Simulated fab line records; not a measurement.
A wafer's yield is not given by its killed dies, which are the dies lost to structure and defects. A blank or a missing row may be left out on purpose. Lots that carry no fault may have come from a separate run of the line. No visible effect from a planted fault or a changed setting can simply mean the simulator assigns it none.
Struck lot and sound lot, side by side | flow n5_finfet | 21 steps out of a route of 1938
Sound: wafers L274.2, L274.4, L274.6. Wafers struck: L287.2, L287.3, L287.6. Last of all comes the cause.
Order at every step that has rows: each side's tool, ch and its chambers, its first start. Under that, the readings that differ: sound wafers | struck wafers | difference of the means | sigmas: that difference in standard deviations of wafers without a fault.
alike: same words and numbers on both sides, and readings whose means sit less than 2 such deviations apart. not compared: any withheld reading, any reading some wafer has no value for, any bound like >300 that may hide the same value, and any number with overlapping values for which the record gives no deviation.
A row with sigmas, a row that says differs or no value, or rows on one side alone: a step with any of these is where the two part. Non-overlapping numbers with no deviation appear without sigmas and do not part them. A reading missing from all wafers of one side parts the sides only when that side holds two or more wafers.

N5_BEOL_M0_ALD_136: deposits TaN, pulse time 2 s, purge time 3 s, co reactant purge time 2 s.
  sound on ald_metal-03 ch 1,2, day 6 08:58; struck on ald_metal-04 ch 0,2,3, day 9 19:25
  alike: chamber_pressure_Torr, heater_power_w, precursor_vessel_temp_c
then, 3 steps without rows for these wafers: N5_BEOL_M0_SURFACE_TREAT_137; N5_BEOL_M0_CVD_115 (deposits Co from CCTBA/H2, time 120 s); N5_BEOL_M0_SPUTTER_116 (material Cu, target thk 4 nm, time 7.37 s).
N5_BEOL_M0_ANNEAL_117: time 60 s.
  sound on pvd_sputter-01, day 6 11:22; struck on pvd_sputter-03, day 9 20:01
  alike: heater_power_w
then, 2 steps without rows for these wafers: N5_BEOL_M0_SPUTTER_132 (material Cu, target thk 4 nm, time 7.37 s); N5_BEOL_M0_ANNEAL_133 (time 60 s).
N5_BEOL_M0_SPUTTER_134: material Cu, target thk 4 nm, time 7.37 s.
  sound on pvd_sputter-01, day 6 11:32; struck on pvd_sputter-03, day 9 20:10
  alike: throttle_valve_pct
then, 1 step without rows for these wafers: N5_BEOL_M0_ANNEAL_135 (time 60 s).
N5_BEOL_M0_SPUTTER_141: material Cu, target thk 4 nm, time 7.37 s.
  sound on pvd_sputter-01, day 6 11:39; struck on pvd_sputter-03, day 9 20:17
  alike: throttle_valve_pct
then, 1 step without rows for these wafers: N5_BEOL_M0_ECD_118 (material Cu, target thk 300 nm).
N5_BEOL_M0_ANNEAL_119: time 90 s.
  sound on rtp_anneal-02 ch 0, day 6 11:53; struck on rtp_anneal-01 ch 0, day 9 20:32
  alike: wafer_temp_C_max
N5_BEOL_M0_CMP_120: polishes, stops on SiOC, t overpolish 6.9 s.
  sound on cmp-04 ch 0,1,3, day 6 12:23; struck on cmp-01 ch 1,3, day 9 20:47
  alike: barrier_field_endpoint_s, edge_zone_pressure_frac, motor_current_A, overpolish_run_s, retaining_ring_pressure_frac, time_to_endpoint_s
then, 4 steps without rows for these wafers: N5_BEOL_M0_PRE_CLEAN_131 (time 15 s); N5_BEOL_M0_CO_CAP_123 (material Co, precursor CCTBA/H2, target thk 2 nm, time 102.1 s); N5_BEOL_M0_PRE_CLEAN_124 (time 15 s); N5_BEOL_M0_DEP_125 (deposits SiCN from 3MS/NH3, target thk 8 nm, time 14 s).
N5_BEOL_M0_INSPECT_127: inspects for defects (darkfield).
  sound on defect_inspect-01, day 6 13:01; struck on defect_inspect-02, day 9 21:25
  reading          | sound    | struck      | difference | sigmas
  raw_defect_count | 48 65 84 | 302 290 283 | +226       | +11
then, 1 step without rows for these wafers: N5_BEOL_M1_ILD_DEP_00 (deposits SiOC from DEMS/O2, target thk 79 nm, time 15.3 s).
-- a jump in the record: the struck wafers' starts before and after are 3 days apart (it breaks off in module BEOL_M1 and resumes in module BEOL_M4, where the first step shown is number 1111 of the route) --
N5_BEOL_M4_RC_MEAS_101:
  sound on prober-02 ch 0, day 8 21:24; struck on prober-01 ch 0, day 12 12:50
  reading       | sound       | struck      | difference | sigmas
  ION_N (uA/um) | 638 651 647 | 694 679 667 | +35        | +2
  VT_N (mV)     | 261 258 257 | 245 246 253 | -11        | -2
  alike: DIBL_N, DIBL_P, IOFF_N, IOFF_P, ION_P, SS_N, SS_P, VT_P
-- here the record skips 4 days between the struck wafers' starts before and after, leaving off in module BEOL_M4 and picking up in module PASSIVATION (first step shown: number 1936 of the route) --
N5_PASSIVATION_PROBE_49:
  sound on prober-01, day 13 13:55; struck on prober-01, day 16 17:59
  reading                  | sound          | struck         | difference | sigmas
  defect_limited_yield (%) | 90.3 92.5 93.5 | 73.2 75.4 76.9 | -16.9      | -12
  killed_at_M0_to_M3       | 31 14 18       | 254 239 220    | +217       | +20
  killed_at_front_end      | 55 58 32       | 22 22 26       | -25        | -3
  killed_dies              | 115 89 77      | 316 290 273    | +199       | +12
  killed_on_rim            | 14 7 9         | 35 35 33       | +24        | +6
  sort_bin_5_function (%)  | 4.7 4.1 3.7    | 16.4 15.7 13.5 | +11.0      | +11
  sort_bin_6_memory (%)    | 4.7 3.4 2.5    | 9.2 7.6 8.2    | +4.8       | +8
  sort_n_pass              | 1035 1091 1103 | 864 890 907    | -189       | -8
  alike: killed_at_M4_up, killed_at_contacts, killed_at_other, killed_open, killed_short, sort_bin_8_speed

WHERE THEY PART
First at N5_BEOL_M0_INSPECT_127; last, within this record, at N5_PASSIVATION_PROBE_49.

WHY: what the simulator had put in
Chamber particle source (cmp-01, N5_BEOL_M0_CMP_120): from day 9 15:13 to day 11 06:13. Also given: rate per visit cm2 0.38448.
